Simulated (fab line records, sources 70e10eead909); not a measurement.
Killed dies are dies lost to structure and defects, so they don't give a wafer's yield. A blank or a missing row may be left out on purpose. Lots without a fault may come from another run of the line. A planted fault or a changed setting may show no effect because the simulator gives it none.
Which tool did it? | flow nand_harc | 12 lots, 36 wafers sampled, at 6 steps of a route of 1159

WHAT THE GAUGES READ, wafer by wafer
NHARC_P_GATE_INSPECT_68.
lot  | measured     | on                | raw_defect_count
L723 | day 5 15:19  | defect_inspect-01 | 205 169 186
L726 | day 5 23:29  | defect_inspect-01 | 145 152 191
L725 | day 6 02:00  | defect_inspect-01 | 292 217 213
L729 | day 6 18:31  | defect_inspect-01 | 207 338 185
L728 | day 6 19:55  | defect_inspect-01 | 177 154 197
L730 | day 7 06:31  | defect_inspect-02 | 179 147 167
L731 | day 7 11:34  | defect_inspect-01 | 109 179 145
L732 | day 7 12:03  | defect_inspect-01 | 402 1542 212
L734 | day 8 03:37  | defect_inspect-01 | 1575 201 1575
L735 | day 8 14:22  | defect_inspect-02 | 286 181 185
L743 | day 10 12:29 | defect_inspect-02 | 182 182 226
L744 | day 10 18:39 | defect_inspect-02 | 273 179 155

NHARC_END_SORT_01.
lot  | measured     | on        | killed_at_array | killed_at_other | killed_at_periphery | killed_dies | killed_open | killed_short
L725 | day 19 22:14 | prober-01 | 21 31 31        | 0 0 0           | 4 5 3               | 25 36 34    | 2 1 1       | 1 3 1
L732 | day 22 05:56 | prober-02 | 15 15 15        | 0 1 1           | 6 52 12             | 21 68 28    | 5 2 4       | 3 3 2
L734 | day 21 23:14 | prober-01 | 35 38 35        | 1 2 0           | 55 4 53             | 91 44 88    | 5 6 6       | 1 4 2

WHICH TOOL RAN EACH LOT (tool, then ch and the chambers of the sampled wafers, then the start)
lot  | NHARC_P_GATE_ETCH_32            | NHARC_P_GATE_STRIP_75                | NHARC_P_GATE_STRIP_76                | NHARC_P_CONTACT_DEP_00
L723 | rie_si-03 ch 1,2,3, day 4 18:58 | plasma_asher-02 ch 0,1, day 5 09:32  | plasma_asher-02 ch 0,1, day 5 11:19  | pecvd-04 ch 1,2, no start
L726 | rie_si-02 ch 0,1,3, day 5 05:28 | plasma_asher-02 ch 0,1, day 5 17:41  | plasma_asher-02 ch 1, day 5 19:37    | pecvd-04 ch 1,2, no start
L725 | rie_si-03 ch 0,2,3, day 5 05:40 | plasma_asher-01 ch 0,1, day 5 19:56  | plasma_asher-01 ch 0,1, day 5 21:40  | pecvd-01 ch 0,1, day 19 22:14 or earlier
L729 | rie_si-03 ch 0,2, day 6 00:11   | plasma_asher-02 ch 0, day 6 12:31    | plasma_asher-02 ch 0,1, day 6 14:17  | pecvd-01 ch 0,1,2, no start
L728 | rie_si-05 ch 0,1,2, day 6 01:39 | plasma_asher-01 ch 0,1, day 6 14:04  | plasma_asher-01 ch 0,1, day 6 15:52  | pecvd-01 ch 0,1,2, no start
L730 | rie_si-03 ch 0,1,3, day 6 12:40 | plasma_asher-01 ch 0,1, day 7 00:46  | plasma_asher-02 ch 0,1, day 7 02:28  | pecvd-04 ch 0,2, no start
L731 | rie_si-03 ch 0,1, day 6 17:26   | plasma_asher-01 ch 0,1, day 7 05:37  | plasma_asher-02 ch 0,1, day 7 07:21  | pecvd-03 ch 1,2, no start
L732 | rie_si-03 ch 0,1,2, day 6 18:03 | plasma_asher-02 ch 0,1, day 7 06:14  | plasma_asher-02 ch 0,1, day 7 08:01  | pecvd-03 ch 1,2, day 22 05:56 or earlier
L734 | rie_si-03 ch 1,3, day 7 09:59   | plasma_asher-02 ch 0,1, day 7 22:01  | plasma_asher-02 ch 1, day 7 23:35    | pecvd-04 ch 0,1, day 21 23:14 or earlier
L735 | rie_si-05 ch 0,1, day 7 20:26   | plasma_asher-02 ch 0,1, day 8 08:38  | plasma_asher-01 ch 0,1, day 8 10:22  | pecvd-01 ch 1,2, no start
L743 | rie_si-02 ch 1,3, day 9 16:41   | plasma_asher-01 ch 0,1, day 10 06:56 | plasma_asher-01 ch 0,1, day 10 08:32 | pecvd-04 ch 1,2, no start
L744 | rie_si-05 ch 1,3, day 10 00:40  | plasma_asher-02 ch 0,1, day 10 12:46 | plasma_asher-02 ch 0,1, day 10 14:29 | pecvd-04 ch 0,1, no start
- NHARC_P_GATE_ETCH_32: etches the open film in HBr/Cl2, target depth 150 nm, time 100.1 s.
- NHARC_P_GATE_STRIP_75: strips in O2.
- NHARC_P_GATE_STRIP_76: strips in O2.
- NHARC_P_CONTACT_DEP_00: deposits SiO2, target thk 500 nm.

WHAT THE TOOLS THEMSELVES READ (means of the sampled wafers that have a number; where no wafer has one, the mark that the record gives instead)
NHARC_P_GATE_ETCH_32.
lot  | tool      | drypump_motor_current_A (A) | oes_product_au (a.u.) | throttle_valve_pct (%)
L723 | rie_si-03 | 5.45                        | 1.004                 | 26.407
L726 | rie_si-02 | 5.42                        | 1.000                 | 26.404
L725 | rie_si-03 | 5.55                        | 1.008                 | 26.407
L729 | rie_si-03 | 5.56                        | 0.997                 | 26.406
L728 | rie_si-05 | 5.76                        | 1.002                 | 26.400
L730 | rie_si-03 | 5.41                        | 1.002                 | 26.407
L731 | rie_si-03 | 5.40                        | 0.994                 | 26.394
L732 | rie_si-03 | 5.47                        | 0.994                 | 26.407
L734 | rie_si-03 | 5.31                        | 0.994                 | 26.400
L735 | rie_si-05 | 5.74                        | 0.994                 | 26.406
L743 | rie_si-02 | 5.35                        | 0.985                 | 26.406
L744 | rie_si-05 | 5.53                        | 1.001                 | 26.404

NHARC_P_GATE_STRIP_75.
lot  | tool            | drypump_motor_current_A (A) | heater_power_w (W)
L723 | plasma_asher-02 | 5.8                         | 310
L726 | plasma_asher-02 | 6.1                         | 320
L725 | plasma_asher-01 | 6.3                         | 375
L729 | plasma_asher-02 | 5.6                         | 304
L728 | plasma_asher-01 | 6.3                         | 379
L730 | plasma_asher-01 | 6.2                         | 359
L731 | plasma_asher-01 | 6.2                         | 358
L732 | plasma_asher-02 | 6.0                         | 325
L734 | plasma_asher-02 | 5.9                         | 306
L735 | plasma_asher-02 | 5.8                         | 312
L743 | plasma_asher-01 | 6.3                         | 371
L744 | plasma_asher-02 | 6.0                         | 307

NHARC_P_GATE_STRIP_76.
lot  | tool            | drypump_motor_current_A (A) | heater_power_w (W)
L723 | plasma_asher-02 | 5.9                         | 307
L726 | plasma_asher-02 | 6.2                         | 328
L725 | plasma_asher-01 | 6.3                         | 379
L729 | plasma_asher-02 | 5.8                         | 308
L728 | plasma_asher-01 | 6.2                         | 365
L730 | plasma_asher-02 | 6.0                         | 314
L731 | plasma_asher-02 | 6.1                         | 321
L732 | plasma_asher-02 | 6.0                         | 321
L734 | plasma_asher-02 | 6.2                         | 328
L735 | plasma_asher-01 | 6.3                         | 378
L743 | plasma_asher-01 | 6.2                         | 353
L744 | plasma_asher-02 | 6.0                         | 312

NHARC_P_CONTACT_DEP_00.
lot  | tool     | heater_power_w (W) | throttle_valve_pct (%)
L723 | pecvd-04 | 484                | 16.1
L726 | pecvd-04 | 535                | 16.2
L725 | pecvd-01 | 539                | 16.2
L729 | pecvd-01 | 587                | 16.1
L728 | pecvd-01 | 614                | 15.9
L730 | pecvd-04 | 470                | 16.3
L731 | pecvd-03 | 485                | 15.4
L732 | pecvd-03 | 442                | 15.4
L734 | pecvd-04 | 505                | 16.2
L735 | pecvd-01 | 642                | 16.0
L743 | pecvd-04 | 469                | 16.4
L744 | pecvd-04 | 514                | 16.0

THE ANSWER, worked out from the rows above alone
Rule: what is usual is taken from the lots themselves. Put in order of their means at a reading, lots are off if they are a third of the lots or fewer, leave a main group of 4 or more, and stand apart from it by a gap of 3 or more times the standard deviation of the main group's means; of several such gaps the widest counts. A main group whose means are all the same, to the digits that the tables above print for the reading, isn't used. A lot without any number at a reading at which 4 lots or more have one is off too. The other lots that the step has rows for count as sound. The gauges are gone through in route order, then the tools' own readings, and for those a lot's mean is taken as printed above. The first step at which some lot is off is used, and at that step the reading that is off furthest; a lot without a number counts as furthest.
Off: L732, L734, at NHARC_P_GATE_INSPECT_68 (raw_defect_count). The main group: mean 193, standard deviation 32.
A tool fits if, at a process step before that reading, it ran every lot that is off, and no sound lot after the first of them. The gauges at NHARC_P_GATE_INSPECT_68 are tried like those tools. Can't be told from this: 2 tools fit, rie_si-03 at NHARC_P_GATE_ETCH_32, defect_inspect-01 at NHARC_P_GATE_INSPECT_68.

WHAT THE SIMULATOR HAD PUT IN
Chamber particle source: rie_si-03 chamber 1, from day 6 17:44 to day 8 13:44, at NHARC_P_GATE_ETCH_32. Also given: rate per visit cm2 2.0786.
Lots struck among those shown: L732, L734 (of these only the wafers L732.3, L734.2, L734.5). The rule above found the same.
